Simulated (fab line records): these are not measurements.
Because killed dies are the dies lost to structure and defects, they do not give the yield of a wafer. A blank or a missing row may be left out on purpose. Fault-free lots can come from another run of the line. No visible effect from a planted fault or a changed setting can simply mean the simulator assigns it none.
Matching of chambers | flow n5Finfet | 4 sister chambers for N5_BEOL_M0_SAQP_ETCH_88 on rieDiel-01
The step etches underlayer in N2/H2, target depth 6.5 nm, time 5.2 s. 4 wafers are shown with their chamber, then 11 later ones without.

## WAFERS PAIRED WITH THEIR CHAMBERS
wafer  | chamber | showerheadPlenumPTorr (Torr)
L079.5 | 2       | 2.51
L085.5 | 0       | 2.70
L088.3 | 3       | 2.59
L092.2 | 1       | 2.69

## WAFERS MISSING THEIR CHAMBER
wafer  | showerheadPlenumPTorr (Torr)
L092.3 | 2.69
L092.5 | 2.69
L093.1 | 2.51
L093.3 | 2.69
L093.6 | 2.51
L094.2 | 2.50
L094.3 | 2.69
L094.5 | 2.69
L097.1 | 2.58
L097.2 | 2.50
L097.3 | 2.69

## WHICH CHAMBER EACH ONE RAN IN
wafer  | from the rows above     | in truth
L092.3 | can't be placed: 1 or 0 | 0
L092.5 | can't be placed: 1 or 0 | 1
L093.1 | 2                       | 2
L093.3 | can't be placed: 1 or 0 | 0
L093.6 | 2                       | 2
L094.2 | 2                       | 2
L094.3 | can't be placed: 1 or 0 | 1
L094.5 | can't be placed: 1 or 0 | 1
L097.1 | 3                       | 3
L097.2 | 2                       | 2
L097.3 | can't be placed: 1 or 0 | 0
Correctly placed: 5 of 11. Can't be placed from these rows: 6 (the true chamber is among the candidates in 6). Placed wrongly: 0.
How it was worked out, from the rows above alone: a wafer's distance from a chamber is the root of the sum, over the readings, of the square of ((its reading less the chamber's mean) divided by the reading's scatter). If the next closest chamber is less than 2 further off than the closest, the wafer can't be placed; otherwise it belongs to the closest. For every chamber, the mean is computed from those of its wafers that are shown. The scatter: with one shown wafer a chamber, the root of the mean of the squares of how far each hidden wafer lies from its nearest shown one.
